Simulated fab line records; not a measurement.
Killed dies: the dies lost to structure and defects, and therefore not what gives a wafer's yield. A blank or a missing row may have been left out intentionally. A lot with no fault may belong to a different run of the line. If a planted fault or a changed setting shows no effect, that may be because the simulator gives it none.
Matching of chambers :: flow n5 finfet :: N5_BEOL_M7_ALD_77 on ald metal-03 has 4 sister chambers
The step deposits TaN, target thk 2 nm, pulse time 2 s, purge time 3 s. 4 wafers are shown with their chamber, then 10 later ones without.

## WAFERS, EACH WITH ITS CHAMBER
wafer: L090.2
chamber: 0
heater power w (W): 374

wafer: L090.5
chamber: 3
heater power w (W): 335

wafer: L092.2
chamber: 2
heater power w (W): 485

wafer: L092.3
chamber: 1
heater power w (W): 416

## WAFERS WHOSE CHAMBER IS MISSING
wafer: L092.4
heater power w (W): 329

wafer: L093.1
heater power w (W): 474

wafer: L093.3
heater power w (W): 336

wafer: L093.6
heater power w (W): 329

wafer: L095.1
heater power w (W): 326

wafer: L095.3
heater power w (W): 473

wafer: L095.4
heater power w (W): 385

wafer: L096.1
heater power w (W): 373

wafer: L096.3
heater power w (W): 486

wafer: L096.5
heater power w (W): 477

## CHAMBER TAKEN BY EACH
wafer: L092.4
from the rows above: 3
in truth: 3

wafer: L093.1
from the rows above: 2
in truth: 2

wafer: L093.3
from the rows above: 3
in truth: 3

wafer: L093.6
from the rows above: 3
in truth: 3

wafer: L095.1
from the rows above: 3
in truth: 3

wafer: L095.3
from the rows above: 2
in truth: 2

wafer: L095.4
from the rows above: 0
in truth: 0

wafer: L096.1
from the rows above: 0
in truth: 0

wafer: L096.3
from the rows above: 2
in truth: 2

wafer: L096.5
from the rows above: 2
in truth: 2
Correctly placed: 10 of 10. Not placeable from these rows: 0. Wrongly placed: 0.
How it was worked out, from the rows above alone: a wafer's distance from a chamber is the root of the sum, over the readings, of the square of ((its reading less the chamber's mean) divided by the reading's scatter). The wafer belongs to the nearest chamber; if the next one is less than 2 further off, it can't be placed. The mean given for a chamber averages the wafers shown for that chamber. The scatter (one wafer shown for each chamber): square how far every hidden wafer sits from the nearest shown wafer, average those squares and take the square root.
